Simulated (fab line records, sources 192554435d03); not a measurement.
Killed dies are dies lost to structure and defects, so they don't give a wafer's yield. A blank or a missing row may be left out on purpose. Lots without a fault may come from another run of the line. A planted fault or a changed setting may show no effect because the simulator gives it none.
Chamber matching | flow n5_finfet | N5_BEOL_M4_CMP_52 on cmp-04: 4 sister chambers
The step polishes, stops on SiOC, t overpolish 6.8 s, target thk 40 nm. 14 wafers are shown with their chamber, then 6 later ones without.

WAFERS WITH THEIR CHAMBER
wafer  | chamber | motor_current_A (A) | overpolish_run_s (s) | time_to_endpoint_s (s)
L570.2 | 3       | 6.0                 | 6.799                | 64.2
L570.5 | 0       | 6.3                 | 6.791                | 63.2
L570.6 | 3       | 6.3                 | 6.806                | 66.2
L576.1 | 1       | 7.8                 | 6.800                | 58.1
L576.3 | 0       | 6.1                 | 6.816                | 60.8
L576.6 | 0       | 6.6                 | 6.777                | 63.2
L580.3 | 3       | 6.1                 | 6.800                | 62.2
L580.5 | 3       | 6.1                 | 6.804                | 66.8
L580.6 | 0       | 6.2                 | 6.783                | 67.3
L582.1 | 2       | 6.8                 | 6.812                | 61.6
L582.2 | 3       | 5.8                 | 6.794                | 64.1
L582.4 | 1       | 8.1                 | 6.801                | 60.0
L583.2 | 1       | 7.6                 | 6.801                | 62.9
L583.5 | 3       | 6.3                 | 6.815                | 67.2

SIGNATURES (means of the wafers above)
reading            | chamber 0 | chamber 1 | chamber 2 | chamber 3 | scatter within a chamber
motor_current_A    | 6.300     | 7.833     | 6.800     | 6.100     | 0.211
overpolish_run_s   | 6.79175   | 6.80067   | 6.81200   | 6.80300   | 0.0107
time_to_endpoint_s | 63.625    | 60.333    | 61.600    | 65.117    | 2.29
Rule: a wafer's distance from a chamber is the root of the sum, over the readings, of the square of ((its reading less the chamber's mean) divided by the reading's scatter). The wafer belongs to the nearest chamber; if the next one is less than 2 further off, it can't be placed. The scatter: the root of (the sum of the squares of (reading less its chamber's mean) over the shown wafers, divided by (wafers less chambers)).

WAFERS WITHOUT THEIR CHAMBER
wafer  | motor_current_A (A) | overpolish_run_s (s) | time_to_endpoint_s (s)
L583.6 | 6.0                 | 6.807                | 60.4
L590.4 | 7.8                 | 6.807                | 62.4
L590.5 | 6.5                 | 6.780                | 60.4
L591.1 | 6.2                 | 6.817                | 62.9
L591.3 | 6.4                 | 6.807                | 64.4
L591.4 | 7.3                 | 6.811                | 62.9

WHICH CHAMBER EACH WENT THROUGH
wafer  | from the rows above          | in truth
L583.6 | can't be placed: 3 or 0 or 2 | 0
L590.4 | 1                            | 1
L590.5 | can't be placed: 0 or 2 or 3 | 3
L591.1 | can't be placed: 3 or 0 or 2 | 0
L591.3 | can't be placed: 3 or 0 or 2 | 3
L591.4 | can't be placed: 2 or 1      | 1
Placed correctly: 1 of 6. Can't be placed from these rows: 5 (the true chamber is among the candidates in 5). Placed wrongly: 0.
